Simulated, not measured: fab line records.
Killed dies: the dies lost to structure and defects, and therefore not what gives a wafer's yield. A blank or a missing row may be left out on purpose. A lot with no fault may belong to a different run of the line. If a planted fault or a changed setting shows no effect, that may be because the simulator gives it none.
What tool caused it? + flow nandHarc + 24 lots with 72 wafers sampled at 6 steps, on a route of 1302 steps

WHAT THE GAUGES READ, wafer by wafer
No reading from a measuring or inspecting step in the record can be judged against a usual standard deviation.

WHAT TOOL EACH LOT RAN ON (gives the tool, then ch and the chambers of the sampled wafers, and finally the start)
| lot  | NHARC_A_CONTACT_ETCH_75           | NHARC_A_CONTACT_DESCUM_13         | NHARC_A_CONTACT_ETCH_89                      | NHARC_A_CONTACT_ETCH_135           | NHARC_A_CONTACT_ETCH_136           | NHARC_A_CONTACT_ETCH_139           |
|------|-----------------------------------|-----------------------------------|----------------------------------------------|------------------------------------|------------------------------------|------------------------------------|
| L075 | rieDiel-02 ch 0,2,3, day 23 01:16 | rieDiel-02 ch 1,2,3, day 23 10:23 | rieDiel-02 ch 1,2,3, day 23 12:38 or earlier | harCapEtch-03 ch 0,1, day 23 12:38 | harCapEtch-03 ch 0,1, day 23 12:55 | harCapEtch-03 ch 0,1, day 23 13:43 |
| L074 | rieDiel-02 ch 0,1,3, day 23 01:35 | rieDiel-02 ch 0,1,3, day 23 11:31 | rieDiel-02 ch 0,2,3, day 23 13:13 or earlier | harCapEtch-02 ch 0,1, day 23 13:13 | harCapEtch-02 ch 0,1, day 23 13:29 | harCapEtch-02 ch 0,1, day 23 14:19 |
| L077 | rieDiel-02 ch 0,1,3, day 23 14:49 | rieDiel-05 ch 0,2,3, day 24 01:50 | rieDiel-05 ch 0,2, day 24 03:30 or earlier   | harCapEtch-01 ch 0,1, day 24 03:30 | harCapEtch-01 ch 0,1, day 24 03:52 | harCapEtch-01 ch 0,1, day 24 04:57 |
| L076 | rieDiel-02 ch 0,1, day 23 17:00   | rieDiel-06 ch 1,2,3, day 24 02:46 | rieDiel-06 ch 0,2, day 24 05:22 or earlier   | harCapEtch-02 ch 0,1, day 24 05:22 | harCapEtch-02 ch 0,1, day 24 05:38 | harCapEtch-02 ch 0,1, day 24 06:26 |
| L078 | rieDiel-02 ch 0,1,2, day 23 21:02 | rieDiel-02 ch 0,3, day 24 12:52   | rieDiel-02 ch 2,3, day 24 14:14 or earlier   | harCapEtch-03 ch 0,1, day 24 14:14 | harCapEtch-03 ch 0,1, day 24 14:31 | harCapEtch-03 ch 0,1, day 24 15:20 |
| L080 | rieDiel-02 ch 1,2, day 24 18:06   | rieDiel-05 ch 1,2,3, day 25 02:35 | rieDiel-05 ch 0,1, day 25 04:19 or earlier   | harCapEtch-01 ch 0,1, day 25 04:19 | harCapEtch-01 ch 0,1, day 25 04:41 | harCapEtch-01 ch 0,1, day 25 05:46 |
| L079 | rieDiel-05 ch 1,2,3, day 24 19:01 | rieDiel-06 ch 1,3, day 25 05:50   | rieDiel-06 ch 1,2,3, day 25 07:15 or earlier | harCapEtch-03 ch 0,1, day 25 07:15 | harCapEtch-03 ch 0,1, day 25 07:31 | harCapEtch-03 ch 0,1, day 25 08:20 |
| L081 | rieDiel-06 ch 0,1, day 25 09:42   | rieDiel-02 ch 1,2, day 25 18:24   | rieDiel-02 ch 0,2,3, day 25 19:52 or earlier | harCapEtch-02 ch 0,1, day 25 19:52 | harCapEtch-02 ch 0,1, day 25 20:08 | harCapEtch-02 ch 0,1, day 25 20:57 |
| L082 | rieDiel-02 ch 2,3, day 25 13:43   | rieDiel-05 ch 0,1,2, day 25 22:44 | rieDiel-05 ch 0,3, day 26 00:03 or earlier   | harCapEtch-03 ch 0,1, day 26 00:03 | harCapEtch-03 ch 0,1, day 26 00:20 | harCapEtch-03 ch 0,1, day 26 01:08 |
| L083 | rieDiel-02 ch 1,3, day 26 02:13   | rieDiel-06 ch 0,2,3, day 26 13:01 | rieDiel-06 ch 0,1,2, day 26 14:22 or earlier | harCapEtch-01 ch 0, day 26 14:22   | harCapEtch-01 ch 0, day 26 14:38   | harCapEtch-01 ch 0, day 26 15:28   |
| L086 | rieDiel-02 ch 1,2, day 26 11:18   | rieDiel-02 ch 0,1, day 26 22:31   | rieDiel-02 ch 0,2, day 27 00:10 or earlier   | harCapEtch-01 ch 0,1, day 27 00:10 | harCapEtch-01 ch 0,1, day 27 00:32 | harCapEtch-01 ch 0,1, day 27 01:25 |
| L084 | rieDiel-05 ch 0,1,3, day 26 11:32 | rieDiel-05 ch 0,2,3, day 26 23:33 | rieDiel-05 ch 0,1, day 27 00:53 or earlier   | harCapEtch-02 ch 0,1, day 27 00:53 | harCapEtch-02 ch 0,1, day 27 01:09 | harCapEtch-02 ch 0,1, day 27 01:58 |
| L085 | rieDiel-05 ch 0,3, day 26 16:15   | rieDiel-02 ch 0,2,3, day 27 07:40 | rieDiel-02 ch 0,1,2, day 27 09:02 or earlier | harCapEtch-03 ch 1, day 27 09:02   | harCapEtch-03 ch 1, day 27 09:18   | harCapEtch-03 ch 1, day 27 10:07   |
| L087 | rieDiel-06 ch 0,2, day 27 08:08   | rieDiel-02 ch 0,2,3, day 27 18:36 | rieDiel-02 ch 2,3, day 27 20:08 or earlier   | harCapEtch-01 ch 0,1, day 27 20:08 | harCapEtch-01 ch 0,1, day 27 20:25 | harCapEtch-01 ch 0,1, day 27 21:14 |
| L088 | rieDiel-02 ch 0,2, day 27 19:59   | rieDiel-06 ch 0,1,2, day 28 04:20 | rieDiel-06 ch 1,2,3, day 28 05:40 or earlier | harCapEtch-01 ch 0,1, day 28 05:40 | harCapEtch-01 ch 0,1, day 28 05:56 | harCapEtch-01 ch 0,1, day 28 06:45 |
| L089 | rieDiel-02 ch 2,3, day 27 23:02   | rieDiel-02 ch 0,1,3, day 28 07:16 | rieDiel-02 ch 0,1,3, day 28 08:44 or earlier | harCapEtch-02 ch 0,1, day 28 08:44 | harCapEtch-02 ch 0,1, day 28 09:01 | harCapEtch-02 ch 0,1, day 28 09:50 |
| L090 | rieDiel-02 ch 0,1, day 29 05:10   | rieDiel-02 ch 0,1,3, day 29 13:30 | rieDiel-02 ch 1,3, day 29 15:13 or earlier   | harCapEtch-03 ch 1, day 29 15:13   | harCapEtch-03 ch 1, day 29 15:29   | harCapEtch-03 ch 1, day 29 16:19   |
| L091 | rieDiel-02 ch 0,1,3, day 29 11:54 | rieDiel-06 ch 0,1,3, day 29 21:34 | rieDiel-06 ch 0,1, day 29 22:58 or earlier   | harCapEtch-01 ch 0,1, day 29 22:58 | harCapEtch-01 ch 0,1, day 29 23:14 | harCapEtch-01 ch 0,1, day 30 00:03 |
| L092 | rieDiel-05 ch 0,3, day 29 20:01   | rieDiel-02 ch 0,1, day 30 03:35   | rieDiel-02 ch 0,2, day 30 04:58 or earlier   | harCapEtch-03 ch 0,1, day 30 04:58 | harCapEtch-03 ch 0,1, day 30 05:14 | harCapEtch-03 ch 0,1, day 30 06:03 |
| L094 | rieDiel-02 ch 0,1, day 29 20:37   | rieDiel-05 ch 2,3, day 30 04:29   | rieDiel-05 ch 0,1,2, day 30 05:55 or earlier | harCapEtch-01 ch 0,1, day 30 05:55 | harCapEtch-01 ch 0,1, day 30 06:11 | harCapEtch-01 ch 0,1, day 30 07:00 |
| L093 | rieDiel-05 ch 2,3, day 30 01:34   | rieDiel-02 ch 1,2,3, day 30 09:07 | rieDiel-02 ch 0,1, day 30 10:32 or earlier   | harCapEtch-02 ch 0,1, day 30 10:32 | harCapEtch-02 ch 0,1, day 30 10:53 | harCapEtch-02 ch 0,1, day 30 11:59 |
| L095 | rieDiel-02 ch 0,1,2, day 30 21:21 | rieDiel-06 ch 0,1,3, day 31 07:44 | rieDiel-06 ch 0,2,3, day 31 09:15 or earlier | harCapEtch-03 ch 0,1, day 31 09:15 | harCapEtch-03 ch 0,1, day 31 09:37 | harCapEtch-03 ch 0,1, day 31 10:41 |
| L096 | rieDiel-05 ch 0,1, day 31 06:17   | rieDiel-02 ch 0,1, day 31 17:47   | rieDiel-02 ch 0,1,2, day 31 19:06 or earlier | harCapEtch-03 ch 0,1, day 31 19:06 | harCapEtch-03 ch 0,1, day 31 19:22 | harCapEtch-03 ch 0,1, day 31 20:22 |
| L097 | rieDiel-06 ch 0,1,3, day 31 22:13 | rieDiel-05 ch 0,2,3, day 32 07:45 | rieDiel-05 ch 1,3, day 32 09:11 or earlier   | harCapEtch-02 ch 0,1, day 32 09:11 | harCapEtch-02 ch 0,1, day 32 09:28 | harCapEtch-02 ch 0,1, day 32 10:16 |
- NHARC_A_CONTACT_ETCH_75: etches the open film in CF4, target depth 39 nm, time 65 s.
- NHARC_A_CONTACT_DESCUM_13: chemistry O2, time 3 s.
- NHARC_A_CONTACT_ETCH_89: etches the open film in N2/H2, target depth 260 nm, time 475.3 s.
- NHARC_A_CONTACT_ETCH_135: etches the open film in C4F8/O2/Ar, time 311 s, target depth 1912 nm.
- NHARC_A_CONTACT_ETCH_136: etches the open film in C4F8/O2/Ar, time 311 s, target depth 1912 nm.
- NHARC_A_CONTACT_ETCH_139: etches the open film in C4F8/O2/Ar, time 195 s, target depth 840 nm.

AS READ BY THE TOOLS THEMSELVES (means over the sampled wafers that have a number; for cases with no such wafer, the mark the record gives instead)
NHARC_A_CONTACT_ETCH_75. Usual: drypumpMotorCurrentA 5.7 A, standard deviation 0.58; oesProductAu 1.003 a.u., standard deviation 0.0081; rfVppV 151.2 V, standard deviation 1.3; showerheadPlenumPTorr 1.77 Torr, standard deviation 0.086; throttleValvePct 13.284 %, standard deviation 0.0095.
| lot  | tool       | drypumpMotorCurrentA (A) | oesProductAu (a.u.) | rfVppV (V) | showerheadPlenumPTorr (Torr) | throttleValvePct (%) | flag |
|------|------------|--------------------------|---------------------|------------|------------------------------|----------------------|------|
| L075 | rieDiel-02 | 5.6                      | 1.004               | 150.6      | 1.71                         | 13.287               |      |
| L074 | rieDiel-02 | 5.5                      | 1.003               | 151.3      | 1.76                         | 13.298               |      |
| L077 | rieDiel-02 | 5.5                      | 0.993               | 150.9      | 1.76                         | 13.281               |      |
| L076 | rieDiel-02 | 5.1                      | 1.008               | 151.8      | 1.75                         | 13.281               |      |
| L078 | rieDiel-02 | 5.6                      | 0.997               | 150.5      | 1.74                         | 13.283               |      |
| L080 | rieDiel-02 | 6.1                      | 1.004               | 150.9      | 1.72                         | 13.282               |      |
| L079 | rieDiel-05 | 5.9                      | 1.001               | 149.9      | 1.72                         | 13.283               |      |
| L081 | rieDiel-06 | 6.3                      | 0.995               | 150.9      | 1.70                         | 13.285               |      |
| L082 | rieDiel-02 | 6.0                      | 1.004               | 150.8      | 1.71                         | 13.288               |      |
| L083 | rieDiel-02 | 5.8                      | 1.011               | 151.5      | 1.80                         | 13.286               |      |
| L086 | rieDiel-02 | 6.0                      | 1.006               | 151.0      | 1.77                         | 13.275               |      |
| L084 | rieDiel-05 | 5.6                      | 1.002               | 152.3      | 1.89                         | 13.283               |      |
| L085 | rieDiel-05 | 6.1                      | 1.012               | 152.8      | 1.90                         | 13.279               |      |
| L087 | rieDiel-06 | 5.8                      | 1.007               | 151.4      | 1.75                         | 13.283               |      |
| L088 | rieDiel-02 | 5.3                      | 0.999               | 150.5      | 1.69                         | 13.283               |      |
| L089 | rieDiel-02 | 6.2                      | 0.995               | 150.2      | 1.69                         | 13.287               |      |
| L090 | rieDiel-02 | 5.5                      | 1.008               | 151.5      | 1.78                         | 13.286               |      |
| L091 | rieDiel-02 | 5.5                      | 1.000               | 151.4      | 1.75                         | 13.277               |      |
| L092 | rieDiel-05 | 6.1                      | 1.004               | 153.4      | 1.89                         | 13.284               |      |
| L094 | rieDiel-02 | 5.1                      | 1.009               | 150.6      | 1.74                         | 13.284               |      |
| L093 | rieDiel-05 | 6.4                      | 1.015               | 152.7      | 1.90                         | 13.292               |      |
| L095 | rieDiel-02 | 5.6                      | 1.005               | 149.8      | 1.73                         | 13.285               |      |
| L096 | rieDiel-05 | 5.1                      | 0.999               | 152.0      | 1.87                         | 13.284               |      |
| L097 | rieDiel-06 | 5.9                      | 1.009               | 150.3      | 1.76                         | 13.290               |      |

NHARC_A_CONTACT_DESCUM_13. Usual: drypumpMotorCurrentA 5.7 A, standard deviation 0.56; oesProductAu 1.001 a.u., standard deviation 0.0077; rfVppV 57.7 V, standard deviation 0.94; showerheadPlenumPTorr 1.90 Torr, standard deviation 0.1; throttleValvePct 11.312 %, standard deviation 0.0095.
| lot  | tool       | drypumpMotorCurrentA (A) | oesProductAu (a.u.) | rfVppV (V) | showerheadPlenumPTorr (Torr) | throttleValvePct (%) | flag |
|------|------------|--------------------------|---------------------|------------|------------------------------|----------------------|------|
| L075 | rieDiel-02 | 6.0                      | 1.006               | 58.3       | 1.89                         | 11.312               |      |
| L074 | rieDiel-02 | 5.5                      | 1.002               | 57.8       | 1.90                         | 11.315               |      |
| L077 | rieDiel-05 | 6.0                      | 1.001               | 57.4       | 1.86                         | 11.301               |      |
| L076 | rieDiel-06 | 5.9                      | 0.998               | 57.3       | 1.85                         | 11.310               |      |
| L078 | rieDiel-02 | 5.5                      | 1.009               | 58.3       | 1.87                         | 11.309               |      |
| L080 | rieDiel-05 | 5.9                      | 1.006               | 57.0       | 1.86                         | 11.309               |      |
| L079 | rieDiel-06 | 6.2                      | 0.997               | 56.9       | 1.81                         | 11.316               |      |
| L081 | rieDiel-02 | 6.0                      | 1.004               | 57.8       | 1.92                         | 11.315               |      |
| L082 | rieDiel-05 | 5.6                      | 0.993               | 58.2       | 2.06                         | 11.305               |      |
| L083 | rieDiel-06 | 5.7                      | 0.996               | 58.0       | 1.84                         | 11.312               |      |
| L086 | rieDiel-02 | 5.1                      | 1.003               | 57.4       | 1.89                         | 11.315               |      |
| L084 | rieDiel-05 | 6.1                      | 1.006               | 58.0       | 2.06                         | 11.314               |      |
| L085 | rieDiel-02 | 5.7                      | 1.004               | 57.7       | 1.84                         | 11.312               |      |
| L087 | rieDiel-02 | 5.6                      | 0.996               | 57.7       | 1.84                         | 11.320               |      |
| L088 | rieDiel-06 | 6.0                      | 0.998               | 57.1       | 1.86                         | 11.313               |      |
| L089 | rieDiel-02 | 5.5                      | 1.007               | 56.4       | 1.90                         | 11.314               |      |
| L090 | rieDiel-02 | 5.5                      | 0.997               | 57.0       | 1.90                         | 11.314               |      |
| L091 | rieDiel-06 | 5.9                      | 1.002               | 57.9       | 1.91                         | 11.324               |      |
| L092 | rieDiel-02 | 5.5                      | 1.009               | 58.3       | 1.92                         | 11.312               |      |
| L094 | rieDiel-05 | 6.4                      | 1.005               | 58.2       | 2.06                         | 11.320               |      |
| L093 | rieDiel-02 | 6.0                      | 1.008               | 58.2       | 1.88                         | 11.310               |      |
| L095 | rieDiel-06 | 6.0                      | 1.005               | 58.1       | 1.90                         | 11.319               |      |
| L096 | rieDiel-02 | 5.4                      | 0.999               | 58.6       | 1.92                         | 11.310               |      |
| L097 | rieDiel-05 | 6.1                      | 1.002               | 59.0       | 2.05                         | 11.304               |      |

NHARC_A_CONTACT_ETCH_89. Usual: drypumpMotorCurrentA 5.7 A, standard deviation 0.55; oesProductAu 1.001 a.u., standard deviation 0.0078; rfVppV 430 V, standard deviation 3.2; showerheadPlenumPTorr 2.03 Torr, standard deviation 0.11; throttleValvePct 14.171 %, standard deviation 0.0086.
| lot  | tool       | drypumpMotorCurrentA (A) | oesProductAu (a.u.) | rfVppV (V) | showerheadPlenumPTorr (Torr) | throttleValvePct (%) | flag |
|------|------------|--------------------------|---------------------|------------|------------------------------|----------------------|------|
| L075 | rieDiel-02 | 6.0                      | 0.988               | 430        | 2.01                         | 14.175               |      |
| L074 | rieDiel-02 | 5.7                      | 1.002               | 429        | 1.96                         | 14.171               |      |
| L077 | rieDiel-05 | 6.1                      | 0.994               | 429        | 1.98                         | 14.176               |      |
| L076 | rieDiel-06 | 5.8                      | 0.991               | 430        | 2.03                         | 14.163               |      |
| L078 | rieDiel-02 | 6.1                      | 0.998               | 428        | 1.94                         | 14.171               |      |
| L080 | rieDiel-05 | 5.3                      | 1.006               | 435        | 2.19                         | 14.176               |      |
| L079 | rieDiel-06 | 5.9                      | 0.997               | 429        | 1.97                         | 14.170               |      |
| L081 | rieDiel-02 | 5.6                      | 1.004               | 428        | 1.96                         | 14.167               |      |
| L082 | rieDiel-05 | 6.1                      | 0.999               | 436        | 2.21                         | 14.163               |      |
| L083 | rieDiel-06 | 6.0                      | 1.000               | 429        | 1.99                         | 14.167               |      |
| L086 | rieDiel-02 | 5.8                      | 0.997               | 427        | 1.92                         | 14.173               |      |
| L084 | rieDiel-05 | 5.1                      | 0.994               | 434        | 2.18                         | 14.169               |      |
| L085 | rieDiel-02 | 5.6                      | 1.004               | 429        | 1.99                         | 14.168               |      |
| L087 | rieDiel-02 | 6.0                      | 1.010               | 428        | 1.97                         | 14.164               |      |
| L088 | rieDiel-06 | 5.9                      | 1.004               | 429        | 1.96                         | 14.169               |      |
| L089 | rieDiel-02 | 5.5                      | 1.001               | 431        | 2.02                         | 14.164               |      |
| L090 | rieDiel-02 | 5.8                      | 1.003               | 431        | 2.04                         | 14.180               |      |
| L091 | rieDiel-06 | 6.0                      | 0.993               | 427        | 1.94                         | 14.180               |      |
| L092 | rieDiel-02 | 5.3                      | 0.997               | 427        | 1.93                         | 14.176               |      |
| L094 | rieDiel-05 | 5.6                      | 0.995               | 435        | 2.18                         | 14.170               |      |
| L093 | rieDiel-02 | 5.1                      | 1.009               | 429        | 2.00                         | 14.165               |      |
| L095 | rieDiel-06 | 5.7                      | 1.007               | 432        | 2.06                         | 14.165               |      |
| L096 | rieDiel-02 | 5.6                      | 1.002               | 428        | 1.98                         | 14.179               |      |
| L097 | rieDiel-05 | 5.4                      | 0.997               | 434        | 2.17                         | 14.176               |      |

THE ANSWER, worked out from the rows above alone
Rule: a lot is off if the mean of its wafers that have a number lies more than 3 standard deviations from the usual mean. Also off: a lot with no number at a reading for which 4 or more lots have one. The other lots that the step has rows for count as sound. First the gauges in route order, then the tools' own readings, where a lot's mean is used as printed above. The first step at which some lot is off is used, and at that step the reading that is off furthest; a lot without a number counts as furthest.
None of the lots is off at any reading shown; this tells nothing.

WHAT WAS PUT IN BY THE SIMULATOR
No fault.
